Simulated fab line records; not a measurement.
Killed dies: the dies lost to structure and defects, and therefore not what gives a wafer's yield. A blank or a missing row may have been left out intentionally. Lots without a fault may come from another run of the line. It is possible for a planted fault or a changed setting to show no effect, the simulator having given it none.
fab line records	flow n5_finfet	part 1 of 2: steps 1 to 16 of 17
record: lots: 6	wafers: 18	last_day: 19
route steps=1938 shown FIN_CUT@164 BEOL_M4@1111 PASSIVATION@1936
lots that met no fault: from a run of the same line without faults
start_h: hours from the record's first day to the start of the lot's first wafer shown	wait_h: hours since the lot's step before	" the same as in the row above	L1.1+2: a row that stands for several wafers	- no value, or no start was given	* or withheld: withheld	< > ~ a bound
route shown NAME@n: names a module that has steps shown in the file, with the first one's number in the route	usual: mean and standard deviation over wafers with no fault	same: alike in all rows	chamber/n: place in a boat	sites: each site's reading	_std_site: the standard deviation of these	_edge_site: outer sites' mean less inner sites'	radius_mm: how far each site lies from the wafer's centre	mask NAME#n: copy n	behind: the tool/chamber that last shaped the wafer	hold: reason for holding the lot/hours on hold/outcome of the hold	device: which transistor (n, p or np) failed to switch	end of line: the route-end tests of the same wafers	step lacking rows: just its recipe	killed: count of dies lost to structure and defects at first sort (not the wafer's yield)	map: a wafer's dies, x killed, . not, _ none there
set.NAME: the setting that was run; set.NAME@STEP: the one run at that earlier step	model.NAME: the simulator's own value behind a step, which no gauge read
certain route steps with their lots: each step a table, each wafer a row
services: the hour from which a tool's chamber was out of use, counted from the record's first day as start_h (under 0 if before that day), plus the number of hours and why
== steps ==
step: N5_FIN_CUT_OVL_MEAS_09
recipe: points_per_wafer: 522
usual: FIN_CUT_OVL: -0.5/0.65
lot.wafer	tool	chamber	start_h	wait_h	FIN_CUT_OVL[nm]
L556.1	overlay-01	0	69.79	0.0	-0.3
L556.5	"	0	"	"	-1.4
L556.6	"	0	"	"	-0.3
L557.1	overlay-02	0	74.87	0.0	-0.3
L557.4	"	0	"	"	-1.1
L557.6	"	0	"	"	-0.7
L563.1	overlay-01	0	111.37	0.0	-1.0
L563.4	"	0	"	"	-1.3
L563.5	"	0	"	"	-0.6
L566.1	overlay-02	0	129.18	0.0	-0.9
L566.2	"	0	"	"	-0.4
L566.6	"	0	"	"	-0.3
L570.1	overlay-02	0	153.63	0.0	0.3
L570.4	"	0	"	"	0.7
L570.6	"	0	"	"	1.3
L571.1	overlay-02	0	159.34	0.0	-1.4
L571.4	"	0	"	"	-1.1
L571.6	"	0	"	"	0.1
step: N5_FIN_CUT_INSPECT_10
recipe: mode: adi	inspect_instrument: brightfield
usual: raw_defect_count: 38/10
lot.wafer	tool	chamber	start_h	wait_h	raw_defect_count
L556.1	defect_inspect-01	-	69.85	0.1	35
L556.5	"	-	"	"	53
L556.6	"	-	"	"	47
L557.1	defect_inspect-02	-	74.92	0.1	44
L557.4	"	-	"	"	37
L557.6	"	-	"	"	23
L563.1	defect_inspect-01	-	111.42	0.1	27
L563.4	"	-	"	"	42
L563.5	"	-	"	"	36
L566.1	defect_inspect-01	-	129.24	0.1	43
L566.2	"	-	"	"	31
L566.6	"	-	"	"	47
L570.1	defect_inspect-01	-	153.69	0.1	32
L570.4	"	-	"	"	17
L570.6	"	-	"	"	26
L571.1	defect_inspect-02	-	159.40	0.1	24
L571.4	"	-	"	"	45
L571.6	"	-	"	"	43
step: N5_FIN_CUT_DESCUM_13
recipe: chemistry: O2	time_s: 7	source_power_w: 50	bias_power_w: 20	pressure_mtorr: 20	rf_frequency_hz: 2.712e+07	temp_c: 40	resist: CAR-EUV	o2_flow_sccm: 225
usual: drypump_motor_current_A: 5.5/0.51	oes_product_au: 0.77/0.08	rf_vpp_V: 243.6/1.4	showerhead_plenum_p_Torr: 2.12/0.075	throttle_valve_pct: 20.43/0.22
lot.wafer	tool	chamber	start_h	wait_h	drypump_motor_current_A	oes_product_au	rf_hours_counter_h	rf_vpp_V	showerhead_plenum_p_Torr	throttle_valve_pct
L556.1	rie_diel-02	2	69.97	0.1	5.6	0.77	135	245.4	2.19	20.27
L556.5	"	0	"	"	4.7	0.71	-	244.3	2.17	20.68
L556.6	"	3	"	"	5.9	0.77	-	243.5	2.11	20.10
L557.1	rie_diel-02	0	75.09	0.2	4.7	0.70	217	244.0	2.17	20.68
L557.4	"	1	"	"	5.1	0.73	196	244.1	2.17	20.48
L557.6	"	0	"	"	4.7	0.69	-	246.0	2.17	20.66
L563.1	rie_diel-06	2	111.46	0.0	6.2	0.82	100	241.1	1.94	20.34
L563.4	"	3	"	"	5.4	0.93	17	244.9	2.23	20.02
L563.5	"	3	"	"	5.4	0.94	-	245.6	2.23	20.02
L566.1	rie_diel-06	1	129.28	0.0	5.1	0.72	208	241.5	1.99	20.73
L566.2	"	3	"	"	5.4	0.93	22	245.3	2.23	20.03
L566.6	"	2	"	"	6.2	0.82	-	241.4	1.94	20.37
L570.1	rie_diel-06	0	153.73	0.0	5.9	0.94	19	244.0	2.05	20.37
L570.4	"	1	"	"	5.1	0.70	215	241.3	1.99	20.75
L570.6	"	3	"	"	5.4	0.90	-	243.9	2.23	20.00
L571.1	rie_diel-03	0	159.84	0.4	5.5	0.77	126	244.1	2.11	20.52
L571.4	"	1	"	"	5.6	0.93	28	244.9	2.13	20.25
L571.6	"	3	"	"	5.9	0.75	-	242.7	2.09	20.49
step: N5_FIN_CUT_ETCH_30
recipe: chemistry: N2/H2	target: underlayer	target_depth_a: 130	mask_material: CAR-EUV	time_s: 10.4	ion_energy_ev: 200	pressure_mtorr: 30	source_w: 840	bias_w: 150	n2_flow_sccm: 200	h2_flow_sccm: 200	ends: cleared
step: N5_FIN_CUT_ETCH_20
recipe: chemistry: CF4	target: SiARC	target_depth_a: 260	mask_material: CAR-EUV	time_s: 43.3	ion_energy_ev: 80	pressure_mtorr: 40	source_w: 545	bias_w: 36	Ar_flow_sccm: 100	cf4_flow_sccm: 100	ends: cleared
usual: bias_w: 36.01/0.11	drypump_motor_current_A: 5.5/0.51	etch_rf_on_time_s: 43.3/0.73	oes_product_au: 0.66/0.068	rf_vpp_V: 184.3/1.2	showerhead_plenum_p_Torr: 2.16/0.072	throttle_valve_pct: 15.60/0.21
lot.wafer	tool	chamber	start_h	wait_h	bias_w	drypump_motor_current_A	etch_rf_on_time_s	oes_product_au	rf_hours_counter_h	rf_vpp_V	showerhead_plenum_p_Torr	throttle_valve_pct
L556.1	rie_diel-02	2	70.02	0.0	35.94	5.7	43.3	0.66	135	185.1	2.23	15.43
L556.5	"	0	"	"	36.12	4.6	44.7	0.60	-	185.5	2.21	15.86
L556.6	"	3	"	"	36.13	5.9	42.5	0.67	-	184.2	2.16	15.33
L557.1	rie_diel-02	0	75.15	0.0	36.13	4.7	44.9	0.58	217	184.2	2.21	15.84
L557.4	"	1	"	"	35.77	5.0	43.5	0.62	196	185.4	2.21	15.65
L557.6	"	0	"	"	36.17	4.7	44.8	0.59	-	186.1	2.21	15.85
L563.1	rie_diel-06	2	111.51	0.0	36.05	6.2	42.4	0.70	100	183.3	1.99	15.47
L563.4	"	3	"	"	35.96	5.4	42.4	0.80	17	186.6	2.27	15.16
L563.5	"	3	"	"	35.99	5.4	42.7	0.79	-	186.1	2.28	15.14
L566.1	rie_diel-06	1	129.33	0.0	36.01	5.1	43.5	0.61	208	182.1	2.04	15.88
L566.2	"	3	"	"	35.91	5.4	42.1	0.78	22	187.0	2.27	15.16
L566.6	"	2	"	"	35.95	6.2	42.7	0.69	-	181.5	1.99	15.48
L570.1	rie_diel-06	0	153.78	0.0	35.97	5.9	42.2	0.80	19	183.8	2.10	15.51
L570.4	"	1	"	"	35.93	5.1	44.3	0.60	215	183.0	2.04	15.90
L570.6	"	3	"	"	35.99	5.4	42.8	0.76	-	185.6	2.27	15.17
L571.1	rie_diel-03	0	159.89	0.0	36.04	5.5	44.4	0.65	126	183.8	2.15	15.61
L571.4	"	1	"	"	36.05	5.6	43.4	0.78	28	184.1	2.19	15.47
L571.6	"	3	"	"	35.91	5.9	43.4	0.64	-	185.8	2.14	15.69
step: N5_FIN_CUT_ETCH_21
recipe: chemistry: N2/H2	target: SOC	target_depth_a: 2190	overetch_a: 438	mask_material: SiARC	temp_c: 40	ion_energy_ev: 100	bias_w: 61	time_s: 523.5	pressure_mtorr: 30	source_w: 850	n2_flow_sccm: 200	h2_flow_sccm: 200
step: N5_FIN_CUT_STRIP_23
recipe: chemistry: N2/H2	temp_c: 40	n2_flow_sccm: 200	h2_flow_sccm: 200	rf_frequency_hz: 6e+07
step: N5_FIN_CUT_STRIP_31
recipe: chemistry: N2/H2	temp_c: 40	n2_flow_sccm: 200	h2_flow_sccm: 200	rf_frequency_hz: 6e+07
step: N5_FIN_CUT_STRIP_24
recipe: chemistry: CF4	resist: SiARC	power_w: 300	bias_power_w: 75	pressure_mtorr: 50	cf4_flow_sccm: 150	rf_frequency_hz: 6e+07
usual: drypump_motor_current_A: 5.5/0.51	oes_product_au: 0.76/0.074	rf_vpp_V: 271.6/1.5	showerhead_plenum_p_Torr: 1.81/0.059	throttle_valve_pct: 13.59/0.22
lot.wafer	tool	chamber	start_h	wait_h	drypump_motor_current_A	oes_product_au	rf_hours_counter_h	rf_vpp_V	showerhead_plenum_p_Torr	throttle_valve_pct
L556.1	rie_diel-02	2	70.38	0.0	5.6	0.76	135	272.8	1.87	13.44
L556.5	"	0	"	"	4.7	0.70	-	270.5	1.84	13.81
L556.6	"	3	"	"	5.9	0.77	-	272.3	1.81	13.33
L557.1	rie_diel-02	0	75.51	0.0	4.7	0.70	218	272.3	1.84	13.82
L557.4	"	1	"	"	5.1	0.73	196	273.0	1.85	13.68
L557.6	"	0	"	"	4.7	0.70	-	272.3	1.84	13.82
L563.1	rie_diel-06	2	111.87	0.0	6.2	0.80	100	268.2	1.67	13.44
L563.4	"	3	"	"	5.4	0.90	17	272.6	1.90	13.10
L563.5	"	3	"	"	5.4	0.91	-	275.2	1.90	13.10
L566.1	rie_diel-06	1	129.69	0.0	5.1	0.71	208	270.0	1.71	13.89
L566.2	"	3	"	"	5.4	0.90	23	273.5	1.90	13.11
L566.6	"	2	"	"	6.2	0.80	-	269.1	1.67	13.48
L570.1	rie_diel-06	0	154.14	0.0	5.9	0.92	19	270.7	1.76	13.43
L570.4	"	1	"	"	5.1	0.71	215	269.2	1.71	13.91
L570.6	"	3	"	"	5.4	0.88	-	273.8	1.90	13.13
L571.1	rie_diel-03	0	160.26	0.0	5.5	0.77	126	270.8	1.80	13.58
L571.4	"	1	"	"	5.6	0.90	28	272.3	1.83	13.40
L571.6	"	3	"	"	5.9	0.74	-	271.3	1.79	13.68
step: N5_FIN_CUT_CUT_ETCH_26
recipe: chemistry: CH3F/O2	target: SiNx	target_depth_a: 390	mask_material: SOC	time_s: 55.7	pressure_mtorr: 30	source_w: 395	bias_w: 73	Ar_flow_sccm: 150	CH3F_flow_sccm: 30	O2_flow_sccm: 20	ion_energy_ev: 120
usual: bias_w: 73.03/0.24	drypump_motor_current_A: 5.5/0.51	oes_ar_750_au: 0.77/0.075	oes_product_au: 0.77/0.08	rf_vpp_V: 299.3/2	showerhead_plenum_p_Torr: 2.02/0.071	throttle_valve_pct: 16.35/0.21
lot.wafer	tool	chamber	start_h	wait_h	bias_w	drypump_motor_current_A	oes_ar_750_au	oes_product_au	rf_hours_counter_h	rf_vpp_V	showerhead_plenum_p_Torr	throttle_valve_pct
L556.1	rie_diel-02	2	70.40	0.0	72.92	5.7	0.76	0.77	135	300.7	2.08	16.17
L556.5	"	0	"	"	72.80	4.7	0.69	0.70	-	299.6	2.07	16.61
L556.6	"	3	"	"	73.20	5.9	0.77	0.78	-	295.3	2.01	16.08
L557.1	rie_diel-02	0	75.53	0.0	72.82	4.7	0.70	0.70	218	298.4	2.07	16.60
L557.4	"	1	"	"	73.08	5.1	0.73	0.73	196	299.9	2.06	16.38
L557.6	"	0	"	"	72.96	4.7	0.70	0.69	-	300.1	2.07	16.60
L563.1	rie_diel-06	2	111.89	0.0	73.17	6.2	0.80	0.82	100	297.1	1.85	16.22
L563.4	"	3	"	"	73.14	5.4	0.92	0.92	17	302.9	2.13	15.90
L563.5	"	3	"	"	72.74	5.4	0.92	0.93	-	301.5	2.13	15.93
L566.1	rie_diel-06	1	129.71	0.0	73.54	5.1	0.71	0.71	208	299.5	1.90	16.63
L566.2	"	3	"	"	73.38	5.4	0.90	0.92	23	301.4	2.13	15.92
L566.6	"	2	"	"	73.31	6.2	0.79	0.81	-	297.8	1.85	16.23
L570.1	rie_diel-06	0	154.16	0.0	72.79	5.9	0.94	0.95	19	297.2	1.96	16.27
L570.4	"	1	"	"	73.05	5.1	0.70	0.70	215	300.7	1.89	16.65
L570.6	"	3	"	"	72.60	5.4	0.88	0.90	-	302.4	2.13	15.94
L571.1	rie_diel-03	0	160.28	0.0	73.21	5.5	0.77	0.78	126	299.4	2.01	16.41
L571.4	"	1	"	"	72.90	5.6	0.91	0.93	28	301.4	2.05	16.22
L571.6	"	3	"	"	72.89	5.9	0.74	0.75	-	298.3	1.99	16.42
step: N5_FIN_CUT_CUT_ETCH_27
recipe: chemistry: CHF3/O2	target: SiO2	target_depth_a: 40	mask_material: SOC	overetch_a: 20	time_s: 4.9	pressure_mtorr: 30	source_w: 650	bias_w: 170	Ar_flow_sccm: 200	CHF3_flow_sccm: 50	O2_flow_sccm: 5	ion_energy_ev: 200
usual: bias_w: 170.1/0.47	drypump_motor_current_A: 5.5/0.51	oes_ar_750_au: 0.77/0.075	oes_product_au: 0.61/0.06	rf_vpp_V: 527/3.5	showerhead_plenum_p_Torr: 2.43/0.082	throttle_valve_pct: 18.80/0.2
lot.wafer	tool	chamber	start_h	wait_h	bias_w	drypump_motor_current_A	oes_ar_750_au	oes_product_au	rf_hours_counter_h	rf_vpp_V	showerhead_plenum_p_Torr	throttle_valve_pct
L556.1	rie_diel-02	2	70.45	0.0	169.9	5.6	0.76	0.61	135	531	2.50	18.59
L556.5	"	0	"	"	170.4	4.7	0.70	0.55	-	527	2.49	19.03
L556.6	"	3	"	"	170.4	5.9	0.77	0.61	-	519	2.42	18.49
L557.1	rie_diel-02	0	75.58	0.0	169.9	4.6	0.70	0.56	218	529	2.49	19.06
L557.4	"	1	"	"	169.9	5.1	0.73	0.58	196	530	2.49	18.84
L557.6	"	0	"	"	170.0	4.7	0.69	0.55	-	529	2.49	19.04
L563.1	rie_diel-06	2	111.94	0.0	169.7	6.2	0.80	0.63	100	525	2.24	18.70
L563.4	"	3	"	"	169.8	5.4	0.90	0.72	17	530	2.56	18.40
L563.5	"	3	"	"	170.5	5.4	0.91	0.72	-	532	2.56	18.40
L566.1	rie_diel-06	1	129.76	0.0	170.5	5.1	0.71	0.57	208	528	2.29	19.08
L566.2	"	3	"	"	170.0	5.4	0.90	0.72	23	531	2.56	18.42
L566.6	"	2	"	"	170.2	6.2	0.79	0.62	-	524	2.23	18.69
L570.1	rie_diel-06	0	154.21	0.0	170.1	5.9	0.93	0.74	19	528	2.36	18.76
L570.4	"	1	"	"	169.7	5.1	0.71	0.56	215	527	2.29	19.09
L570.6	"	3	"	"	169.9	5.4	0.88	0.70	-	533	2.56	18.43
L571.1	rie_diel-03	0	160.32	0.0	171.1	5.5	0.76	0.61	126	527	2.42	18.85
L571.4	"	1	"	"	169.9	5.6	0.91	0.72	28	533	2.46	18.75
L571.6	"	3	"	"	170.1	5.9	0.74	0.59	-	524	2.40	18.86
step: N5_FIN_CUT_PRECLEAN_35
recipe: time_s: 13.3	temp_c: 45	pressure_torr: 125	p_hf_torr: 3	p_coreactant_torr: 25	chemistry: vHF
step: N5_FIN_CUT_CUT_ETCH_15
recipe: chemistry: HBr/Cl2/O2	target: Si	target_depth_a: 1000	bt_time_s: 10	mask_material: SOC	time_s: 42.4	ion_energy_ev: *	bias_w: *	pressure_mtorr: 10	icp_w: 800	HBr_flow_sccm: 150	Cl2_flow_sccm: 80	O2_flow_sccm: 12
usual: bias_w: *	drypump_motor_current_A: 5.7/0.47	oes_product_au: 0.998/0.015	throttle_valve_pct: 37.12/0.25
lot.wafer	tool	chamber	start_h	wait_h	bias_w	drypump_motor_current_A	oes_product_au	rf_hours_counter_h	throttle_valve_pct	model.etch.depth_nm	model.FIN_CUT.feature_depth_nm	model.SOC_of_FIN_CUT_COAT_18.thk_nm
L556.1	rie_si-02	2	70.60	0.1	*	6.0	0.976	163	37.21	100.7	100.8	170
L556.5	"	0	"	"	*	5.2	0.993	-	37.27	100.2	100.2	170.4
L556.6	"	1	"	"	*	6.5	1.006	-	37.23	101.4	101.4	169.6
L557.1	rie_si-02	3	75.72	0.1	*	6.2	0.993	108	37.44	102.9	103	168.2
L557.4	"	0	"	"	*	5.2	0.986	33	37.25	100.5	100.6	169.4
L557.6	"	0	"	"	*	5.2	0.985	-	37.28	100.5	100.4	169.8
L563.1	rie_si-02	2	112.09	0.1	*	6.0	0.981	164	37.18	99.56	99.6	169.8
L563.4	"	3	"	"	*	6.2	0.993	109	37.44	101.6	101.6	170.8
L563.5	"	0	"	"	*	5.2	1.043	-	37.25	161.1	161	148
L566.1	rie_si-02	3	129.91	0.1	*	6.2	0.993	109	37.39	102.3	102.2	169.8
L566.2	"	2	"	"	*	6.0	1.038	164	37.15	160	160	147.4
L566.6	"	2	"	"	*	6.0	0.981	-	37.17	99.68	99.6	169.6
L570.1	rie_si-04	0	154.36	0.1	*	5.6	1.021	186	36.85	99.08	99	169.8
L570.4	"	3	"	"	*	5.3	0.986	35	37.13	99.87	99.8	170.6
L570.6	"	0	"	"	*	5.6	1.012	-	36.85	98.78	98.8	169.2
L571.1	rie_si-04	2	160.47	0.1	*	5.4	1.021	32	36.77	99.35	99.4	169.8
L571.4	"	1	"	"	*	6.1	1.002	2	37.40	100.8	100.8	169.2
L571.6	"	0	"	"	*	5.6	1.030	-	36.87	100.3	100.4	170.4
step: N5_FIN_CUT_CUT_ETCH_28
recipe: chemistry: HBr/Cl2/O2	target: Si	target_depth_a: 60	mask_material: SOC	time_s: 2.4	ion_energy_ev: *	bias_w: *	pressure_mtorr: 10	icp_w: 800	HBr_flow_sccm: 150	Cl2_flow_sccm: 80	O2_flow_sccm: 12
usual: bias_w: *	drypump_motor_current_A: 5.7/0.47	oes_product_au: 0.999/0.014	throttle_valve_pct: 37.12/0.25
lot.wafer	tool	chamber	start_h	wait_h	bias_w	drypump_motor_current_A	oes_product_au	rf_hours_counter_h	throttle_valve_pct	model.SOC_of_FIN_CUT_COAT_18.thk_nm
L556.1	rie_si-02	2	70.65	0.0	*	6.0	0.982	163	37.19	168.2
L556.5	"	0	"	"	*	5.2	0.991	-	37.28	168.8
L556.6	"	1	"	"	*	6.5	1.009	-	37.23	168
L557.1	rie_si-02	3	75.78	0.0	*	6.2	0.991	108	37.43	166.4
L557.4	"	0	"	"	*	5.2	0.986	33	37.25	167.6
L557.6	"	0	"	"	*	5.2	0.991	-	37.27	168
L563.1	rie_si-02	2	112.14	0.0	*	6.0	0.982	164	37.18	168.2
L563.4	"	3	"	"	*	6.2	1.001	109	37.43	169
L563.5	"	0	"	"	*	5.2	0.989	-	37.26	146.4
L566.1	rie_si-02	3	129.96	0.0	*	6.2	0.988	109	37.44	168
L566.2	"	2	"	"	*	6.0	0.985	164	37.19	145.8
L566.6	"	2	"	"	*	6.0	0.980	-	37.18	168
L570.1	rie_si-04	0	154.41	0.0	*	5.6	1.019	186	36.87	168
L570.4	"	3	"	"	*	5.2	0.986	35	37.13	168.8
L570.6	"	0	"	"	*	5.6	1.027	-	36.86	167.4
L571.1	rie_si-04	2	160.53	0.0	*	5.4	1.017	32	36.76	168
L571.4	"	1	"	"	*	6.1	1.010	2	37.41	167.4
L571.6	"	0	"	"	*	5.6	1.031	-	36.86	168.6
step: N5_FIN_CUT_STRIP_22
recipe: chemistry: N2/H2	power_w: 500	temp_c: 40	pressure_mtorr: 50	rf_frequency_hz: 6e+07	overash_fraction: 0.3	bias_power_w: 8	h2_frac: 0.5	n2_flow_sccm: 300	h2_flow_sccm: 300
step: N5_BEOL_M4_RC_MEAS_101
usual: DIBL_N: 36.0/1.4	DIBL_P: 36.1/1.4	IOFF_N: 0.153/0.02	IOFF_P: 0.211/0.026	ION_N: 673/8.7	ION_P: 463/6.7	SS_N: 71.5/0.5	SS_P: 73.3/0.54	VT_N: 250.1/2.4	VT_P: -250.2/2.9
lot.wafer	tool	chamber	start_h	wait_h	DIBL_N[mV/V]	DIBL_P[mV/V]	IOFF_N[nA/um]	IOFF_P[nA/um]	ION_N[uA/um]	ION_P[uA/um]	SS_N[mV/dec]	SS_P[mV/dec]	VT_N[mV]	VT_P[mV]
L556.1	prober-01	0	230.78	0.0	35.2	36.1	0.147	0.199	682	461	71.0	73.0	249.7	-251.2
L556.5	"	0	"	"	34.9	35.6	0.145	0.209	675	467	71.4	72.6	251.5	-249.9
L556.6	"	0	"	"	35.5	36.2	0.154	0.214	676	467	71.5	73.3	250.6	-248.6
L557.1	prober-01	0	239.22	0.0	36.3	36.8	0.167	0.220	678	468	71.0	73.5	250.2	-250.0
L557.4	"	0	"	"	36.5	37.1	0.159	0.223	671	462	71.1	73.4	252.3	-246.7
L557.6	"	0	"	"	38.0	38.8	0.192	0.253	685	473	72.5	73.9	247.5	-246.7
L563.1	prober-02	0	271.79	1.4	34.5	34.3	0.134	0.199	672	467	71.8	73.4	251.5	-248.4
L563.4	"	0	"	"	34.0	33.9	0.131	0.188	669	465	70.9	72.5	252.3	-250.5
L563.5	"	0	"	"	35.9	36.6	0.166	0.235	681	467	71.4	74.6	247.2	-245.9
L566.1	prober-01	0	293.91	0.0	34.4	35.1	0.134	0.174	664	455	70.5	72.5	250.0	-252.9
L566.2	"	0	"	"	35.4	36.2	0.149	0.193	674	465	71.4	72.6	252.4	-252.1
L566.6	"	0	"	"	35.9	36.9	0.157	0.196	667	449	71.8	73.5	251.3	-253.7
L571.1	prober-01	0	307.04	0.0	36.3	35.5	0.157	0.198	671	461	71.9	73.2	249.4	-254.7
L571.4	"	0	"	"	38.2	37.9	0.188	0.249	673	466	72.2	73.6	249.9	-249.0
L571.6	"	0	"	"	37.5	37.5	0.187	0.232	684	463	72.4	72.8	247.9	-249.3
L570.1	prober-02	0	347.03	0.0	36.1	37.5	0.152	0.214	673	459	71.5	74.0	247.8	-249.9
L570.4	"	0	"	"	33.3	34.2	0.121	0.162	657	454	70.7	72.6	253.6	-255.8
L570.6	"	0	"	"	34.1	35.2	0.128	0.177	661	459	70.7	73.0	251.8	-254.9
== key ==
first_sign: step: N5_FIN_CUT_CUT_ETCH_15	reading: oes_product_au	direction: up	sigmas: 2.9	usual: 0.998	struck: 1.040
effect none on later readings
model_effect: step: N5_FIN_CUT_CUT_ETCH_15	value: etch.depth_nm	without: 100.2	struck: 160.5
model_effect: step: N5_FIN_CUT_CUT_ETCH_28	value: SOC_of_FIN_CUT_COAT_18.thk_nm	without: 168.6	struck: 146.1
met_at N5_FIN_CUT_CUT_ETCH_15
struck_wafers L563.5,L566.2
onset_between 75.72 112.09
fault: kind: process_parameter_drift	tool: rie_si-02	chamber: -	onset_h: 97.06	steps: N5_FIN_CUT_CUT_ETCH_15	channel: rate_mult	offset: 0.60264	shape: step	end_h: 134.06	scope: struck_wafers_only
